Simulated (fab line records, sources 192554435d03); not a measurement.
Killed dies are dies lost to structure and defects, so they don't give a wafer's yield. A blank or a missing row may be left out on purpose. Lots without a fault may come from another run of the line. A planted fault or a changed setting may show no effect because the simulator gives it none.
fab line records | flow n5_finfet
record lots=7 wafers=21
route steps=1938 shown ZERO_LAYER@9 WELL_APT@21 FIN_SAQP@108 SPACER0@259 SD_EPI_N@288 SD_EPI_P@295 SD_ACTIVATION@330 SDB@350
start_h: hours from the record's first day to the start of the lot's first wafer shown | wait_h: hours since the lot's step before | " the same as in the row above | L1.1+2: a row that stands for several wafers | - no value, or no start given | * or withheld: withheld | < > ~ a bound
route shown NAME@n: a module of which the file shows steps, and the number in the route of the first | usual: mean/standard deviation of fault-free wafers | same: alike in all rows | chamber/n: place in a boat | sites: the reading at each site | _std_site: their standard deviation | _edge_site: outer sites' mean less inner sites' | radius_mm: how far each site lies from the wafer's centre | mask NAME#n: copy n | behind: the tool/chamber that last shaped the wafer | hold: why the lot was held/for how many hours/how that ended | device: the transistor (n, p or np) that didn't switch | end of line: the same wafers' tests at the end of the route | a step without rows: its recipe alone | killed: dies lost to structure and defects at the first sort, not the wafer's yield | map: a wafer's dies, x killed, . not, _ none there
set.NAME: the setting as run; set.NAME@STEP: as run at that earlier step | model.NAME: the simulator's own value behind a step, which no gauge read
lots whose settings were changed on purpose; a table a step, a row a wafer
## steps
# step N5_ZERO_LAYER_EXPOSE_08
# recipe mask_id=ZERO na=0.55 source_shape=conventional sigma_outer=0.8 polarization=unpolarized defocus_nm=0 target_cd_nm=2000 dose_mj=16.2
# columns lot.wafer tool chamber start_h wait_h mask set.dose_mj
L078.2 krf_scanner-02 0 36.60 - ZERO#0 16.2
L078.5+6 " 0 " " ZERO#0 16.83
L080.2+5 krf_scanner-01 0 48.62 - ZERO#0 16.2
L080.4 " 0 " " ZERO#0 17.12
L081.1+3 krf_scanner-02 0 54.59 - ZERO#0 17.31
L081.4 " 0 " " ZERO#0 16.2
L082.1 krf_scanner-01 0 60.59 - ZERO#0 15.09
L082.3+4 " 0 " " ZERO#0 16.2
L084.1+2+5 krf_scanner-01 0 72.78 - ZERO#0 16.2
L093.3 krf_scanner-01 0 126.48 - ZERO#0 15.05
L093.4+5 " 0 " " ZERO#0 16.2
L094.2+3+4 krf_scanner-02 0 132.60 - ZERO#0 16.2
# step N5_ZERO_LAYER_PEB_09
# recipe peb_temp_c=withheld peb_time_s=*
# step N5_ZERO_LAYER_DEVELOP_10
# recipe develop_time_s=60 rinse_liquid=diw dry=air_spin dev_temp_c=21
# step N5_ZERO_LAYER_HARDBAKE_23
# recipe temp_c=130 time_s=120
# step N5_ZERO_LAYER_CD_MEAS_11
# recipe target_cd_nm=2000 landing_energy_ev=500 detector=se_inlens
# usual cd_nm=2000.1/2.3
# columns lot.wafer tool chamber start_h wait_h set.dose_mj@ZERO_LAYER_EXPOSE_08 cd_nm
L078.2 cd_sem-01 0 36.77 - 16.2 2002.8
L078.5 " 0 " " 16.83 2008.8
L078.6 " 0 " " 16.83 2009.0
L080.2 cd_sem-03 0 48.79 - 16.2 1999.0
L080.4 " 0 " " 17.12 2012.6
L080.5 " 0 " " 16.2 1999.7
L081.1 cd_sem-02 0 54.77 - 17.31 2014.2
L081.3 " 0 " " 17.31 2013.4
L081.4 " 0 " " 16.2 1996.7
L082.1 cd_sem-02 0 60.77 - 15.09 1986.3
L082.3 " 0 " " 16.2 2002.2
L082.4 " 0 " " 16.2 1999.2
L084.1 cd_sem-03 0 72.95 - 16.2 1999.4
L084.2 " 0 " " 16.2 2001.9
L084.5 " 0 " " 16.2 2000.0
L093.3 cd_sem-02 0 126.64 - 15.05 1989.9
L093.4 " 0 " " 16.2 2002.5
L093.5 " 0 " " 16.2 2001.6
L094.2 cd_sem-01 0 132.77 - 16.2 1997.9
L094.3 " 0 " " 16.2 2001.5
L094.4 " 0 " " 16.2 1997.2
# step N5_ZERO_LAYER_DESCUM_16
# recipe chemistry=O2 time_s=7.9 source_power_w=50 bias_power_w=20 pressure_mtorr=20 rf_frequency_hz=2.712e+07 temp_c=40 o2_flow_sccm=225
# columns lot.wafer tool chamber start_h wait_h set.dose_mj@ZERO_LAYER_EXPOSE_08 model.ZERO_LAYER.cd_nm
L078.2 rie_diel-05 3 36.86 0.1 16.2 2003
L078.5+6 " 3,2 " " 16.83 2009
L080.2 rie_diel-02 1 48.83 0.0 16.2 1999
L080.4 " 2 " " 17.12 -
L080.5 " 3 " " 16.2 2000
L081.1 rie_diel-04 2 54.81 0.0 17.31 2014
L081.3 " 0 " " 17.31 2013
L081.4 " 1 " " 16.2 1997
L082.1 rie_diel-05 0 60.80 0.0 15.09 1987
L082.3 " 1 " " 16.2 2002
L082.4 " 1 " " 16.2 1999
L084.1 rie_diel-02 0 72.99 0.0 16.2 1999
L084.2 " 3 " " 16.2 2002
L084.5 " 1 " " 16.2 2000
L093.3 rie_diel-05 3 126.68 0.0 15.05 1990
L093.4 " 0 " " 16.2 2003
L093.5 " 0 " " 16.2 2002
L094.2+4 rie_diel-02 3,1 132.80 0.0 16.2 1997
L094.3 " 1 " " 16.2 2001
# step N5_ZERO_LAYER_ETCH_17
# recipe chemistry=CF4 target=SiO2 target_depth_a=120 time_s=13.3 ion_energy_ev=350 pressure_mtorr=40 source_w=450 bias_w=215 Ar_flow_sccm=100 cf4_flow_sccm=100
# columns lot.wafer tool chamber start_h wait_h set.dose_mj@ZERO_LAYER_EXPOSE_08 model.ZERO_LAYER.cd_nm
L078.2 rie_diel-05 3 36.89 0.0 16.2 2003
L078.5+6 " 3,2 " " 16.83 2009
L080.2 rie_diel-02 1 48.87 0.0 16.2 1999
L080.4 " 2 " " 17.12 2013
L080.5 " 3 " " 16.2 2000
L081.1 rie_diel-04 2 54.84 0.0 17.31 2014
L081.3 " 0 " " 17.31 2013
L081.4 " 1 " " 16.2 1997
L082.1 rie_diel-05 0 60.84 0.0 15.09 1987
L082.3 " 1 " " 16.2 2002
L082.4 " 1 " " 16.2 1999
L084.1 rie_diel-02 0 73.03 0.0 16.2 1999
L084.2 " 3 " " 16.2 2002
L084.5 " 1 " " 16.2 2000
L093.3 rie_diel-05 3 126.71 0.0 15.05 1990
L093.4 " 0 " " 16.2 2003
L093.5 " 0 " " 16.2 2002
L094.2+4 rie_diel-02 3,1 132.84 0.0 16.2 1997
L094.3 " 1 " " 16.2 2001
# step N5_WELL_APT_COAT_02
# recipe spin_rpm=1357 resist_thk_nm=950
# columns lot.wafer tool chamber start_h wait_h set.spin_rpm model.coat_of_WELL_APT_COAT_02.thk_nm
L078.2+6 litho_track-04 0 - - 1357 953.8
L078.5 " 0 " " 1431 928.4
L080.2 litho_track-04 0 - - 1357 950.7
L080.4 " 0 " " 1357 949.4
L080.5 " 0 " " 1357 949.1
L081.1 litho_track-04 0 - - 1357 953.4
L081.3 " 0 " " 1396 941.3
L081.4 " 0 " " 1357 950.3
L082.1 litho_track-02 0 - - 1357 948.4
L082.3 " 0 " " 1357 947.6
L082.4 " 0 " " 1357 950.6
L084.1 litho_track-04 0 - - 1357 948.5
L084.2 " 0 " " 1297 970.5
L084.5 " 0 " " 1357 945.9
L093.3 litho_track-05 0 - - 1357 950.3
L093.4 " 0 " " 1357 950.8
L093.5 " 0 " " 1312 967.4
L094.2 litho_track-02 0 - - 1357 947.6
L094.3 " 0 " " 1357 951.1
L094.4 " 0 " " 1357 950.4
# step N5_FIN_SAQP_EXPOSE_13
# recipe mask_id=FIN_CORE na=1.35 source_shape=dipole sigma_inner=0.538 sigma_outer=0.738 polarization=te target_cd_nm=35.6 dose_mj=63.25
# columns lot.wafer tool chamber start_h wait_h mask set.dose_mj
L078.2 arfi_scanner-02 0 45.32 - FIN_CORE#0 65.51
L078.5+6 " 0 " " FIN_CORE#0 63.25
L080.2 arfi_scanner-01 0 58.32 - FIN_CORE#0 61.81
L080.4+5 " 0 " " FIN_CORE#0 63.25
L081.1+3 arfi_scanner-03 0 64.52 - FIN_CORE#0 63.25
L081.4 " 0 " " FIN_CORE#0 65.4
L082.1 arfi_scanner-02 0 70.07 - FIN_CORE#0 63.25
L082.3+4 " 0 " " FIN_CORE#0 60.58
L084.1 arfi_scanner-03 0 81.40 - FIN_CORE#0 63.25
L084.2+5 " 0 " " FIN_CORE#0 67.58
L093.3 arfi_scanner-02 0 135.20 - FIN_CORE#0 63.25
L093.4+5 " 0 " " FIN_CORE#0 65.21
L094.2+3+4 arfi_scanner-03 0 143.36 - FIN_CORE#0 63.25
# step N5_FIN_SAQP_PEB_14
# recipe peb_temp_c=withheld peb_time_s=60 resist=CAR-ArF
# step N5_FIN_SAQP_DEVELOP_15
# recipe develop_time_s=30 developer=TMAH resist=CAR-ArF dev_temp_c=23 rinse_liquid=diw dry=air_spin
# step N5_FIN_SAQP_CD_MEAS_16
# recipe target_cd_nm=35.6 landing_energy_ev=500 detector=se_inlens
# usual cd_nm=35.71/0.3
# columns lot.wafer tool chamber start_h wait_h set.dose_mj@FIN_SAQP_EXPOSE_13 cd_nm
L078.2 cd_sem-02 0 45.44 - 65.51 35.13
L078.5 " 0 " " 63.25 35.71
L078.6 " 0 " " 63.25 35.75
L080.2 cd_sem-01 0 58.44 - 61.81 36.44
L080.4 " 0 " " 63.25 36.03
L080.5 " 0 " " 63.25 36.25
L081.1 cd_sem-03 0 64.65 - 63.25 35.06
L081.3 " 0 " " 63.25 35.57
L081.4 " 0 " " 65.4 34.73
L082.1 cd_sem-03 0 70.20 - 63.25 35.65
L082.3 " 0 " " 60.58 37.11
L082.4 " 0 " " 60.58 36.99
L084.1 cd_sem-03 0 81.53 - 63.25 35.96
L084.2 " 0 " " 67.58 34.08
L084.5 " 0 " " 67.58 34.07
L093.3 cd_sem-02 0 135.32 - 63.25 35.38
L093.4 " 0 " " 65.21 34.46
L093.5 " 0 " " 65.21 34.51
L094.2 cd_sem-01 0 143.49 - 63.25 35.61
L094.3 " 0 " " 63.25 35.61
L094.4 " 0 " " 63.25 35.71
# step N5_FIN_SAQP_MANDREL_ETCH_22
# recipe target_depth_a=600 chemistry=HBr/Cl2 target=a-Si stop_on=SiNx bt_time_s=10 over_etch_frac=0.5 time_s=30 pressure_mtorr=10 icp_w=800 bias_w=75 HBr_flow_sccm=150 Cl2_flow_sccm=80 ends=end_point
# columns lot.wafer tool chamber start_h wait_h set.icp_w model.SOC_of_FIN_SAQP_COAT_49.thk_nm
L078.2 rie_si-03 2 45.82 0.0 909.4 74.72
L078.5 " 1 " " 800 76.02
L078.6 " 0 " " 909.4 73.91
L080.2 rie_si-03 0 58.90 0.0 800 75.05
L080.4 " 3 " " 943.2 73.7
L080.5 " 2 " " 943.2 74.26
L081.1 rie_si-03 0 65.03 0.0 668.1 76.97
L081.3 " 2 " " 800 76.03
L081.4 " 3 " " 800 75.81
L082.1 rie_si-02 2 70.80 0.0 800 76.45
L082.3 " 1 " " 800 76.53
L082.4 " 0 " " 735 77.26
L084.1 rie_si-01 3 82.15 0.0 800 76.02
L084.2 " 1 " " 679.7 77.64
L084.5 " 0 " " 679.7 77.13
L093.3 rie_si-01 0 135.86 0.0 800 75.86
L093.4 " 2 " " 800 76.1
L093.5 " 3 " " 800 75.73
L094.2 rie_si-01 2 144.50 0.0 800 76.53
L094.3 " 3 " " 800 75.64
L094.4 " 1 " " 800 76.07
# step N5_FIN_SAQP_FIN_ETCH_36
# recipe chemistry=HBr/Cl2/O2 target_depth_a=1200 mask_material=SiNx time_s=50.4 bias_w=102 pressure_mtorr=10 icp_w=800 HBr_flow_sccm=150 Cl2_flow_sccm=80 O2_flow_sccm=12
# columns lot.wafer tool chamber start_h wait_h set.bias_w
L078.2+5+6 rie_si-03 1,3,2 49.43 0.0 102
L080.2+4 rie_si-01 1,0 62.65 0.0 84.01
L080.5 " 0 " " 102
L081.1+3 rie_si-03 2,0 69.65 0.0 102
L081.4 " 1 " " 93.97
L082.1+3 rie_si-01 3,1 75.37 0.0 117.6
L082.4 " 0 " " 102
L084.1+2 rie_si-02 1,3 86.18 0.0 102
L084.5 " 1 " " 110
L093.3+5 rie_si-01 3,2 140.66 0.0 87.3
L093.4 " 0 " " 102
L094.2+3+4 rie_si-01 0,1,2 148.71 0.0 102
# step N5_FIN_SAQP_PRECLEAN_38
# recipe chemistry=O3/DIW time_s=45 temp_c=22 o3_ppm=10
# step N5_FIN_SAQP_PRECLEAN_45
# recipe chemistry=dHF time_s=10 dilution=500:1 temp_c=25
# columns lot.wafer tool chamber start_h wait_h set.bias_w@FIN_SAQP_FIN_ETCH_36 model.SiNx_of_FIN_SAQP_HM_DEP_03.thk_nm
L078.2 wet_bench-04 6 49.61 0.0 102 21.2
L078.5 " 2 " " 102 21
L078.6 " 3 " " 102 21.6
L080.2 wet_bench-01 0 62.85 0.0 84.01 22.2
L080.4 " 2 " " 84.01 22.6
L080.5 " 3 " " 102 20.8
L081.1 wet_bench-01 2 69.83 0.0 102 20.4
L081.3 " 5 " " 102 20
L081.4 " 1 " " 93.97 22.4
L082.1 wet_bench-05 1 75.55 0.0 117.6 19.4
L082.3 " 7 " " 117.6 19.2
L082.4 " 6 " " 102 21
L084.1+2 wet_bench-05 3,4 86.35 0.0 102 20.4
L084.5 " 6 " " 110 20
L093.3 wet_bench-05 2 140.85 0.0 87.3 21.8
L093.4 " 7 " " 102 20.8
L093.5 " 3 " " 87.3 23
L094.2+3 wet_bench-01 4,6 148.89 0.0 102 20.4
L094.4 " 1 " " 102 21
# step N5_SPACER0_ALD_00
# recipe material=SiOCN target_thk_a=35 temp_c=400 ald_precursor_family=alkyl-aminosilane ald_co_reactant=O2/N2-plasma pulse_time_s=3 purge_time_s=2 co_reactant_purge_time_s=2 ald_cycles=58 pressure_torr=2
# columns lot.wafer tool chamber start_h wait_h set.ald_cycles model.SiOCN_of_SPACER0_ALD_00.thk_nm
L078.2+5 ald_sin-03 0,1 78.57 0.1 54 3.2
L078.6 " 0 " " 58 3.6
L080.2 ald_sin-01 0 90.11 0.1 67 4
L080.4 " 1 " " 58 3.4
L080.5 " 0 " " 58 3.6
L081.1+4 ald_sin-01 3,1 91.70 0.1 52 3.2
L081.3 " 0 " " 58 3.4
L082.1 ald_sin-03 0 105.83 0.1 58 3.4
L082.3+4 " 2,1 " " 58 3.6
L084.1+5 ald_sin-02 1,3 113.88 0.1 58 3.4
L084.2 " 3 " " 61 3.6
L093.3 ald_sin-03 2 161.56 0.1 58 3.4
L093.4+5 " 3,1 " " 67 4
L094.2+3+4 ald_sin-03 1,0,2 169.41 0.1 58 3.4
# step N5_SD_EPI_N_EPI_21
# recipe material=Si:P dopant=P temp_c=680 pressure_torr=255 time_s=690
# columns lot.wafer tool chamber start_h wait_h set.epi_growth_time_s model.Si-P_of_SD_EPI_N_EPI_21.thk_nm
L078.2 epi_rpcvd-01 0 81.30 0.4 617.7 54.2
L078.5 " 0 " " 690 57.8
L078.6 " 0 " " 617.7 54.4
L080.2 epi_rpcvd-01 0 92.97 0.4 690 58.6
L080.4 " 0 " " 690 59.6
L080.5 " 0 " " 690 59.4
L081.1+4 epi_rpcvd-02 0 94.55 0.2 661.5 57.4
L081.3 " 0 " " 661.5 57
L082.1 epi_rpcvd-03 0 108.46 0.2 712.2 59.4
L082.3 " 0 " " 690 58.6
L082.4 " 0 " " 690 59.4
L084.1 epi_rpcvd-01 0 116.48 0.1 645.8 56.6
L084.2 " 0 " " 690 59.2
L084.5 " 0 " " 690 58.6
L093.3 epi_rpcvd-03 0 164.85 0.7 690 60.2
L093.4 " 0 " " 733.5 63.2
L093.5 " 0 " " 690 60.6
L094.2+4 epi_rpcvd-02 0 172.27 0.4 690 60.6
L094.3 " 0 " " 690 60.2
# step N5_SD_EPI_P_COAT_34
# recipe resist=SOC temp_c=250 time_s=60 spin_rpm=1500 resist_thk_nm=350
# columns lot.wafer tool chamber start_h wait_h set.spin_rpm model.SOC_of_SD_EPI_P_COAT_34.thk_nm
L078.2+5 litho_track-02 0 83.33 0.0 1453 355.6
L078.6 " 0 " " 1500 350.4
L080.2 litho_track-03 0 95.30 0.0 1500 350
L080.4 " 0 " " 1500 350.6
L080.5 " 0 " " 1500 349.2
L081.1 litho_track-01 0 98.55 0.0 1500 350.4
L081.3 " 0 " " 1500 349.2
L081.4 " 0 " " 1337 373.4
L082.1 litho_track-03 0 111.32 0.0 1377 363.6
L082.3 " 0 " " 1500 350
L082.4 " 0 " " 1377 364.6
L084.1 litho_track-03 0 118.78 0.0 1500 351.2
L084.2 " 0 " " 1500 350.8
L084.5 " 0 " " 1500 350
L093.3 litho_track-03 0 166.59 0.0 1456 354.2
L093.4 " 0 " " 1500 350.2
L093.5 " 0 " " 1456 355.8
L094.2 litho_track-01 0 174.42 0.0 1500 352.4
L094.3 " 0 " " 1500 351.6
L094.4 " 0 " " 1500 350.6
# step N5_SD_EPI_P_COAT_35
# recipe resist=SiARC temp_c=220 time_s=60 spin_rpm=1500 resist_thk_nm=35
# step N5_SD_EPI_P_COAT_03
# recipe resist=CAR-ArF-block spin_rpm=1500 resist_thk_nm=150
# step N5_SD_ACTIVATION_RTA_00
# recipe temp_c=975 time_s=0 ambient=N2 idle_temp_c=600 ramp_up_c_per_s=150 ramp_down_c_per_s=60 cool_to_c=600
# step N5_SD_ACTIVATION_LSA_01
# recipe temp_c=1080 time_s=0.0008 ambient=N2
# step N5_SD_ACTIVATION_RS_MEAS_03
# recipe thk_meas_gauge=four-point-probe
# usual RS_SD_N=21.9/0.34 RS_SD_P=56.1/0.71
# columns lot.wafer tool chamber start_h wait_h set.epi_growth_time_s@SD_EPI_N_EPI_21 RS_SD_N[ohm/sq] RS_SD_P[ohm/sq]
L078.2 film_metro-02 - 88.19 0.2 617.7 23.9 54.8
L078.5 " - " " 690 22.3 55.3
L078.6 " - " " 617.7 23.6 55.6
L080.2 film_metro-01 - 100.17 0.2 690 22.1 56.5
L080.4 " - " " 690 21.8 56.3
L080.5 " - " " 690 21.6 57.1
L081.1 film_metro-01 - 103.99 0.2 661.5 22.7 56.1
L081.3 " - " " 661.5 22.6 56.7
L081.4 " - " " 661.5 22.3 55.8
L082.1 film_metro-02 - 116.65 0.2 712.2 21.6 55.7
L082.3 " - " " 690 22.1 56.0
L082.4 " - " " 690 21.8 55.4
L084.1 film_metro-01 - 123.26 0.2 645.8 22.7 56.3
L084.2 " - " " 690 22.0 56.2
L084.5 " - " " 690 22.3 56.3
L093.3 film_metro-01 - 171.24 0.2 690 21.6 56.7
L093.4 " - " " 733.5 20.6 57.3
L093.5 " - " " 690 21.3 56.0
L094.2 film_metro-01 - 179.04 0.2 690 21.5 55.6
L094.3 " - " " 690 21.5 55.2
L094.4 " - " " 690 21.2 56.4
# step N5_SDB_COAT_05
# recipe resist=CAR-ArF spin_rpm=1500 resist_thk_nm=90
# columns lot.wafer tool chamber start_h wait_h set.spin_rpm model.CAR-ArF_of_SDB_COAT_05.thk_nm
L078.2 litho_track-04 0 - - 1623 86.6
L078.5 " 0 " " 1500 90.2
L078.6 " 0 " " 1500 90.4
L080.2 litho_track-03 0 - - 1614 86.6
L080.4 " 0 " " 1614 86.2
L080.5 " 0 " " 1500 89.6
L081.1 litho_track-05 0 - - 1500 90.4
L081.3+4 " 0 " " 1500 90.6
L082.1 litho_track-04 0 - - 1379 93.8
L082.3 " 0 " " 1379 94
L082.4 " 0 " " 1379 94.2
L084.1 litho_track-04 0 - - 1500 90
L084.2 " 0 " " 1585 87.4
L084.5 " 0 " " 1585 87.2
L093.3+5 litho_track-05 0 - - 1500 90
L093.4 " 0 " " 1500 90.2
L094.2+4 litho_track-03 0 - - 1500 89.4
L094.3 " 0 " " 1500 89.2
## key
split step=N5_ZERO_LAYER_EXPOSE_08 setting=dose_mj stated=16.2 by=wafer
response step=N5_ZERO_LAYER_CD_MEAS_11 reading=cd_nm change=+2.09 per=1% r=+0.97
response step=N5_ZERO_LAYER_DESCUM_16 reading=model.ZERO_LAYER.cd_nm change=+2 per=1% r=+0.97
response step=N5_ZERO_LAYER_ETCH_17 reading=model.ZERO_LAYER.cd_nm change=+2.06 per=1% r=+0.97
split step=N5_WELL_APT_COAT_02 setting=spin_rpm stated=1357 by=wafer
response step=N5_WELL_APT_COAT_02 reading=model.coat_of_WELL_APT_COAT_02.thk_nm change=-4.78 per=1% r=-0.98
split step=N5_FIN_SAQP_EXPOSE_13 setting=dose_mj stated=63.25 by=wafer
response step=N5_FIN_SAQP_CD_MEAS_16 reading=cd_nm change=-0.255 per=1% r=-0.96
split step=N5_FIN_SAQP_MANDREL_ETCH_22 setting=icp_w stated=800 by=wafer
response step=N5_FIN_SAQP_MANDREL_ETCH_22 reading=model.SOC_of_FIN_SAQP_COAT_49.thk_nm change=-0.0809 per=1% r=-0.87
split step=N5_FIN_SAQP_FIN_ETCH_36 setting=bias_w stated=102 by=wafer
response step=N5_FIN_SAQP_PRECLEAN_45 reading=model.SiNx_of_FIN_SAQP_HM_DEP_03.thk_nm change=-0.112 per=1% r=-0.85
split step=N5_SPACER0_ALD_00 setting=ald_cycles stated=58 by=wafer
response step=N5_SPACER0_ALD_00 reading=model.SiOCN_of_SPACER0_ALD_00.thk_nm change=+0.0346 per=1% r=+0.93
split step=N5_SD_EPI_N_EPI_21 setting=epi_growth_time_s stated=690 by=wafer
response step=N5_SD_EPI_N_EPI_21 reading=model.Si-P_of_SD_EPI_N_EPI_21.thk_nm change=+0.35 per=1% r=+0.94
response step=N5_SD_ACTIVATION_RS_MEAS_03 reading=RS_SD_N change=-0.13 per=1% r=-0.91
split step=N5_SD_EPI_P_COAT_34 setting=spin_rpm stated=1500 by=wafer
response step=N5_SD_EPI_P_COAT_34 reading=model.SOC_of_SD_EPI_P_COAT_34.thk_nm change=-1.98 per=1% r=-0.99
split step=N5_SDB_COAT_05 setting=spin_rpm stated=1500 by=wafer
response step=N5_SDB_COAT_05 reading=model.CAR-ArF_of_SDB_COAT_05.thk_nm change=-0.445 per=1% r=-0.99
